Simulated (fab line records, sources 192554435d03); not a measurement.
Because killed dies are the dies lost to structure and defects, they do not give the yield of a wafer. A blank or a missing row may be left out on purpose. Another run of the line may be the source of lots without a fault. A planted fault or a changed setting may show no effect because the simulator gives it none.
Split-lot experiment / flow n5Finfet / route with 1938 steps; 7 lots, 21 wafers read

## ABOUT THE SPLIT
At N5_BEOL_M2_DESCUM_16 (chemistry O2, time 7 s), the setting timeS was moved away from the recipe's 7 s on 7 of the 21 wafers read, by -17.4% to +13.3%. All remaining wafers had this setting at the recipe value.

The split's own step is where the reading is taken.

## THE READING
CAR-EUV_of_BEOL_M2_COAT_05.thkNm (the simulator's own value, which no gauge read), in nm, at N5_BEOL_M2_DESCUM_16 (chemistry O2, time 7 s). The file gives no usual value for it. Here, 14 wafers ran the recipe; their average is 26.2 nm with a standard deviation of 0.082 nm.

wafer=L075.1; tool, chamber at the split=rieDiel-05, 0,1,0; timeS as run, s=7; against the recipe=recipe; CAR-EUV_of_BEOL_M2_COAT_05.thkNm, nm=26.2; against lot-mates on the recipe=-
wafer=L075.3; tool, chamber at the split=rieDiel-05, 0,1,0; timeS as run, s=7; against the recipe=recipe; CAR-EUV_of_BEOL_M2_COAT_05.thkNm, nm=26.2; against lot-mates on the recipe=-
wafer=L075.4; tool, chamber at the split=rieDiel-05, 0,1,0; timeS as run, s=7; against the recipe=recipe; CAR-EUV_of_BEOL_M2_COAT_05.thkNm, nm=26.2; against lot-mates on the recipe=-
wafer=L074.3; tool, chamber at the split=rieDiel-01, 2; timeS as run, s=5.964; against the recipe=-14.8%; CAR-EUV_of_BEOL_M2_COAT_05.thkNm, nm=26.8; against lot-mates on the recipe=+0.8
wafer=L074.4; tool, chamber at the split=rieDiel-01, 3; timeS as run, s=5.964; against the recipe=-14.8%; CAR-EUV_of_BEOL_M2_COAT_05.thkNm, nm=26.6; against lot-mates on the recipe=+0.6
wafer=L074.6; tool, chamber at the split=rieDiel-01, 3; timeS as run, s=7; against the recipe=recipe; CAR-EUV_of_BEOL_M2_COAT_05.thkNm, nm=26; against lot-mates on the recipe=-
wafer=L077.1; tool, chamber at the split=rieDiel-05, 0; timeS as run, s=7; against the recipe=recipe; CAR-EUV_of_BEOL_M2_COAT_05.thkNm, nm=26.2; against lot-mates on the recipe=-
wafer=L077.6; tool, chamber at the split=rieDiel-05, 0; timeS as run, s=7; against the recipe=recipe; CAR-EUV_of_BEOL_M2_COAT_05.thkNm, nm=26.2; against lot-mates on the recipe=-
wafer=L077.3; tool, chamber at the split=rieDiel-05, 1; timeS as run, s=7.932; against the recipe=+13.3%; CAR-EUV_of_BEOL_M2_COAT_05.thkNm, nm=25.6; against lot-mates on the recipe=-0.6
wafer=L085.2; tool, chamber at the split=rieDiel-03, 0,1,2; timeS as run, s=7; against the recipe=recipe; CAR-EUV_of_BEOL_M2_COAT_05.thkNm, nm=26.2; against lot-mates on the recipe=-
wafer=L085.3; tool, chamber at the split=rieDiel-03, 0,1,2; timeS as run, s=7; against the recipe=recipe; CAR-EUV_of_BEOL_M2_COAT_05.thkNm, nm=26.2; against lot-mates on the recipe=-
wafer=L085.4; tool, chamber at the split=rieDiel-03, 0,1,2; timeS as run, s=7; against the recipe=recipe; CAR-EUV_of_BEOL_M2_COAT_05.thkNm, nm=26.2; against lot-mates on the recipe=-
wafer=L086.2; tool, chamber at the split=rieDiel-03, 1,0; timeS as run, s=7.719; against the recipe=+10.3%; CAR-EUV_of_BEOL_M2_COAT_05.thkNm, nm=25.6; against lot-mates on the recipe=-0.4
wafer=L086.3; tool, chamber at the split=rieDiel-03, 1,0; timeS as run, s=7.719; against the recipe=+10.3%; CAR-EUV_of_BEOL_M2_COAT_05.thkNm, nm=25.6; against lot-mates on the recipe=-0.4
wafer=L086.5; tool, chamber at the split=rieDiel-03, 0; timeS as run, s=7; against the recipe=recipe; CAR-EUV_of_BEOL_M2_COAT_05.thkNm, nm=26; against lot-mates on the recipe=-
wafer=L089.1; tool, chamber at the split=rieDiel-03, 0; timeS as run, s=5.782; against the recipe=-17.4%; CAR-EUV_of_BEOL_M2_COAT_05.thkNm, nm=26.8; against lot-mates on the recipe=+0.6
wafer=L089.4; tool, chamber at the split=rieDiel-03, 2; timeS as run, s=5.782; against the recipe=-17.4%; CAR-EUV_of_BEOL_M2_COAT_05.thkNm, nm=26.6; against lot-mates on the recipe=+0.4
wafer=L089.6; tool, chamber at the split=rieDiel-03, 1; timeS as run, s=7; against the recipe=recipe; CAR-EUV_of_BEOL_M2_COAT_05.thkNm, nm=26.2; against lot-mates on the recipe=-
wafer=L093.1; tool, chamber at the split=rieDiel-03, 0; timeS as run, s=7; against the recipe=recipe; CAR-EUV_of_BEOL_M2_COAT_05.thkNm, nm=26; against lot-mates on the recipe=-
wafer=L093.5; tool, chamber at the split=rieDiel-03, 3,0; timeS as run, s=7; against the recipe=recipe; CAR-EUV_of_BEOL_M2_COAT_05.thkNm, nm=26.2; against lot-mates on the recipe=-
wafer=L093.6; tool, chamber at the split=rieDiel-03, 3,0; timeS as run, s=7; against the recipe=recipe; CAR-EUV_of_BEOL_M2_COAT_05.thkNm, nm=26.2; against lot-mates on the recipe=-
When a row names more than one chamber, that row covers several wafers, and the file does not tell which wafer ran in which chamber.

THE FIT
A straight line over all 21 wafers: CAR-EUV_of_BEOL_M2_COAT_05.thkNm changes by -0.0383 nm for each +1% of timeS; r = -0.95; the points scatter about the line by 0.1 nm.
The same after taking each lot's own level away (the mean of its wafers on the recipe; 21 wafers): -0.0381 nm for each +1%; r = -0.96; scatter 0.093 nm.
That fit puts the effect of the largest move of timeS on the reading at 0.66 nm.
Measured against the standard deviation above, the lots' own levels, which go from 26.00 to 26.20 nm, span 2.4 times it.
The two slopes agree, so the slope changes little with the lot-to-lot level.
Check: with one of the wafers moved furthest among these (-17.4%) left out of the fit, the line predicts +0.672 nm for it against its lot-mates. It came out at +0.6 nm against them.

## OTHER SPLITS APPLIED TO THESE WAFERS
Note: prior to the reading, these wafers also went through further splits. Each is held against what the fit with the lots' levels taken away leaves over:
other split on the same wafers=N5_BEOL_M1_COAT_76 spinRpm; wafers away from the commonest value=6; r with CAR-EUV_of_BEOL_M2_COAT_05.thkNm (lot level and that fit taken away)=+0.06

## FILE'S OWN FIT
CAR-EUV_of_BEOL_M2_COAT_05.thkNm changes by -0.0387 nm for each +1% of timeS, r = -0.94.
